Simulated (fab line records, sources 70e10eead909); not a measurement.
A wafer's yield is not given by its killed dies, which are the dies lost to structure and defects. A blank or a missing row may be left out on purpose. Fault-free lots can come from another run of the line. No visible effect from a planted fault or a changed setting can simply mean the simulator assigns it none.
Which tool did it?    flow nandHarc    36 wafers from 12 lots sampled at 6 of the route's 1302 steps

== WHAT EACH GAUGE READ, for each wafer ==
NHARC_A_ONON_D1_THK_MEAS_02: measures by ellipsometry. Usual: 999 nm for thkNm, sd 9.6.
lot   measured      on            thkNm (nm)                     flag
L340  day 7 20:16   filmMetro-01  997 999 998                    
L341  day 8 03:30   filmMetro-02  971 969 971                    
L342  day 8 12:44   filmMetro-01  1005 1004 1004                 
L346  day 10 06:50  filmMetro-01  1000 999 999                   
L347  day 10 14:19  filmMetro-02  994 992 994                    
L349  day 11 05:46  filmMetro-02  1641 1641 1642 1642 1641 1642  OFF
L350  day 12 02:47  filmMetro-02  1627 1629 1628 1629 1628 1629  OFF
L357  day 14 17:55  filmMetro-02  1010 1010 1010                 
L358  day 15 12:43  filmMetro-01  986 986 986                    
L359  day 16 00:17  filmMetro-01  991 990 988                    
L361  day 16 08:02  filmMetro-01  1007 1009 1008                 
L363  day 17 14:19  filmMetro-01  998 1002 1000                  

NHARC_A_ONON_D1_THK_MEAS_08: measures by ellipsometry. Usual: 999 nm for thkNm, sd 9.8.
lot   measured      on            thkNm (nm)      flag
L340  day 7 21:24   filmMetro-02  983 984 983     
L341  day 8 04:38   filmMetro-02  995 995 994     
L342  day 8 13:52   filmMetro-01  999 999 1002    
L346  day 10 07:58  filmMetro-02  1014 1015 1014  
L347  day 10 15:27  filmMetro-01  998 995 996     
L357  day 14 19:02  filmMetro-02  1008 1008 1009  
L358  day 15 13:51  filmMetro-02  1003 1000 1001  
L359  day 16 01:25  filmMetro-02  1008 1007 1008  
L361  day 16 09:22  filmMetro-02  993 994 995     
L363  day 17 15:26  filmMetro-02  985 984 985     

NHARC_END_SORT_01. Usual: defectLimitedYield 92.5 %, standard deviation 2.3; killedAtArray 46, standard deviation 15; killedAtOther 0.8, standard deviation 1.1; killedAtPeriphery 4.0, standard deviation 2.9; killedDies 50, standard deviation 15; killedOpen 3.2, standard deviation 1.8; killedShort 2.3, standard deviation 1.6; sort_bin_2_pct 2.7 %, standard deviation 1; sort_bin_3_pct 0.5 %, standard deviation 0.32; sort_bin_4_pct 4.2 %, standard deviation 1.3; sortNPass 627, standard deviation 15; sortRimYieldPct 87 %, standard deviation 4.7; sortYieldPct 92.5 %, standard deviation 2.3.
lot   measured      on         defectLimitedYield (%)  killedAtArray  killedAtOther  killedAtPeriphery  killedDies  killedOpen  killedShort  sort_bin_2_pct (%)  sort_bin_3_pct (%)  sort_bin_4_pct (%)  sortNPass    sortRimYieldPct (%)  sortYieldPct (%)  flag
L342  day 25 09:29  prober-02  91.4 93.2 93.2          54 44 46       0 0 0          4 2 0              58 46 46    4 1 3       4 2 3        2.2 2.5 2.1         0.4 0.6 0.1         5.9 3.7 4.6         619 631 631  88 92 90             91.4 93.2 93.2    
L346  day 27 00:16  prober-02  94.1 94.1 94.8          40 33 33       0 0 0          0 7 2              40 40 35    2 1 1       2 1 2        2.1 3.1 3.2         0.1 0.1 0.3         3.7 2.7 1.6         637 637 642  94 91 89             94.1 94.1 94.8    
L347  day 27 00:12  prober-01  90.4 92.8 92.6          48 37 42       5 4 2          12 8 6             65 49 50    5 2 3       1 2 3        2.5 1.8 3.0         1.3 0.4 0.3         5.8 5.0 4.1         612 628 627  92 90 86             90.4 92.8 92.6    
L357  day 31 01:12  prober-02  92.9 92.8 91.7          40 43 52       0 2 0          8 4 4              48 49 56    3 0 4       2 3 5        2.2 2.5 2.1         0.4 0.4 0.6         4.4 4.3 5.6         629 628 621  84 86 89             92.9 92.8 91.7    
L358  day 32 20:59  prober-02  93.2 92.5 93.1          44 47 45       0 1 0          2 3 2              46 51 47    3 2 6       1 2 4        1.8 2.4 2.7         0.4 0.3 0           4.6 4.9 4.3         631 626 630  89 89 89             93.2 92.5 93.1    

== WHAT TOOL EACH LOT RAN ON (gives the tool, then ch and the chambers of the sampled wafers, and finally the start) ==
lot   NHARC_P_BONDPAD_PVD_17                  NHARC_A_ZERO_WELL_ETCH_19          NHARC_A_ONON_D1_DEP_00
L340  pvdSputter-03, day 6 22:30 or earlier   rieDiel-03 ch 2,3, day 6 22:30     pecvdOnon-01 ch 0, day 7 19:46
L341  pvdSputter-02, day 7 03:29 or earlier   rieDiel-06 ch 0,2,3, day 7 03:29   pecvdOnon-01 ch 0, day 8 02:59
L342  pvdSputter-01, day 7 12:23 or earlier   rieDiel-06 ch 0,1,3, day 7 12:23   pecvdOnon-01 ch 0, day 8 12:17
L346  pvdSputter-03, day 9 08:10 or earlier   rieDiel-03 ch 0,2, day 9 08:10     pecvdOnon-01 ch 0, day 10 06:20
L347  pvdSputter-01, day 9 16:04 or earlier   rieDiel-06 ch 0,3, day 9 16:04     pecvdOnon-01 ch 0, day 10 13:49
L349  pvdSputter-02, day 10 07:59 or earlier  rieDiel-10 ch 1,3, day 10 07:59    pecvdOnon-01 ch 0, day 11 05:15
L350  pvdSputter-03, day 11 04:15 or earlier  rieDiel-06 ch 0,3, day 11 04:15    pecvdOnon-01 ch 0, day 12 02:20
L357  pvdSputter-03, day 13 22:25 or earlier  rieDiel-10 ch 1,2,3, day 13 22:25  pecvdOnon-01 ch 0, day 14 17:23
L358  pvdSputter-02, day 14 14:52 or earlier  rieDiel-03 ch 0,1,2, day 14 14:52  pecvdOnon-01 ch 0, day 15 12:12
L359  pvdSputter-01, day 15 00:04 or earlier  rieDiel-03 ch 0,1,2, day 15 00:04  pecvdOnon-03 ch 0, day 15 23:46
L361  pvdSputter-01, day 15 09:44 or earlier  rieDiel-03 ch 0,1,2, day 15 09:44  pecvdOnon-03 ch 0, day 16 07:31
L363  pvdSputter-01, day 16 10:43 or earlier  rieDiel-03 ch 1,2, day 16 10:43    pecvdOnon-01 ch 0, day 17 13:48
- NHARC_P_BONDPAD_PVD_17: deposits TaN, target thk 5 nm, time 8.06 s.
- NHARC_A_ZERO_WELL_ETCH_19: etches the open film in N2/H2, target depth 80 nm, overetch 24 nm, time 87.88 s.
- NHARC_A_ONON_D1_DEP_00: target thk 1000 nm.

== AS READ BY THE TOOLS THEMSELVES (means over the sampled wafers that have a number; for cases with no such wafer, the mark the record gives instead) ==
NHARC_P_BONDPAD_PVD_17. Usual: 29.9 % for throttleValvePct, sd 1.2.
lot   tool           throttleValvePct (%)  flag
L340  pvdSputter-03  28.8                  
L341  pvdSputter-02  31.1                  
L342  pvdSputter-01  30.1                  
L346  pvdSputter-03  30.0                  
L347  pvdSputter-01  29.9                  
L349  pvdSputter-02  31.1                  
L350  pvdSputter-03  28.9                  
L357  pvdSputter-03  29.3                  
L358  pvdSputter-02  31.2                  
L359  pvdSputter-01  29.6                  
L361  pvdSputter-01  30.2                  
L363  pvdSputter-01  30.0                  

NHARC_A_ZERO_WELL_ETCH_19. Usual: biasW 150.0 W, standard deviation 0.5; drypumpMotorCurrentA 5.8 A, standard deviation 0.36; oesProductAu 0.999 a.u., standard deviation 0.0073; rfVppV 430 V, standard deviation 3.3; showerheadPlenumPTorr 2.02 Torr, standard deviation 0.11; throttleValvePct 14.173 %, standard deviation 0.0099.
lot   tool        biasW (W)  drypumpMotorCurrentA (A)  oesProductAu (a.u.)  rfVppV (V)  showerheadPlenumPTorr (Torr)  throttleValvePct (%)  flag
L340  rieDiel-03  150.1      6.1                       1.007                432         2.09                          14.177                
L341  rieDiel-06  150.3      5.7                       0.993                430         2.01                          14.176                
L342  rieDiel-06  150.1      5.5                       0.994                428         1.95                          14.167                
L346  rieDiel-03  150.6      5.9                       1.004                427         1.92                          14.170                
L347  rieDiel-06  149.8      5.3                       0.996                427         1.91                          14.180                
L349  rieDiel-10  149.8      6.0                       1.002                431         2.03                          14.167                
L350  rieDiel-06  150.0      5.4                       1.002                426         1.91                          14.166                
L357  rieDiel-10  149.9      6.0                       1.008                432         2.08                          14.179                
L358  rieDiel-03  149.7      6.0                       0.999                429         2.00                          14.168                
L359  rieDiel-03  149.7      6.0                       0.998                429         2.00                          14.165                
L361  rieDiel-03  150.2      6.0                       0.994                430         2.00                          14.159                
L363  rieDiel-03  149.7      6.1                       0.997                429         2.00                          14.177                

NHARC_A_ONON_D1_DEP_00. Usual: 400.01 C for susceptorTempC, sd 0.2.
lot   tool          susceptorTempC (C)  flag
L340  pecvdOnon-01  400.09              
L341  pecvdOnon-01  399.88              
L342  pecvdOnon-01  400.03              
L346  pecvdOnon-01  399.97              
L347  pecvdOnon-01  399.96              
L349  pecvdOnon-01  400.05              
L350  pecvdOnon-01  399.79              
L357  pecvdOnon-01  400.05              
L358  pecvdOnon-01  399.92              
L359  pecvdOnon-03  400.14              
L361  pecvdOnon-03  400.09              
L363  pecvdOnon-01  400.06              

== THE ANSWER, worked out from the rows above alone ==
Rule: a lot counts as off when the mean over its wafers that have a number is more than 3 standard deviations away from the usual mean. Also off: a lot with no number at a reading for which 4 or more lots have one. Where the step has rows for the other lots, those lots are counted as sound. After the gauges, taken in route order, come the tools' own readings; for these a lot's mean is taken, as printed above. The first step at which some lot is off is used, and at that step the reading that is off furthest; a lot without a number counts as furthest.
Off: L349, L350, at NHARC_A_ONON_D1_THK_MEAS_02 (thkNm).
If a tool, at a process step before that reading, ran all the lots that are off and no sound lot after the first of them, it fits. Those tools and the gauges at NHARC_A_ONON_D1_THK_MEAS_02 are tried in the same way. NHARC_P_BONDPAD_PVD_17: start missing for some lots; hours and lot order therefore follow NHARC_A_ZERO_WELL_ETCH_19. Not one of the candidates tried fits.

== WHAT THE SIMULATOR HAD PUT IN ==
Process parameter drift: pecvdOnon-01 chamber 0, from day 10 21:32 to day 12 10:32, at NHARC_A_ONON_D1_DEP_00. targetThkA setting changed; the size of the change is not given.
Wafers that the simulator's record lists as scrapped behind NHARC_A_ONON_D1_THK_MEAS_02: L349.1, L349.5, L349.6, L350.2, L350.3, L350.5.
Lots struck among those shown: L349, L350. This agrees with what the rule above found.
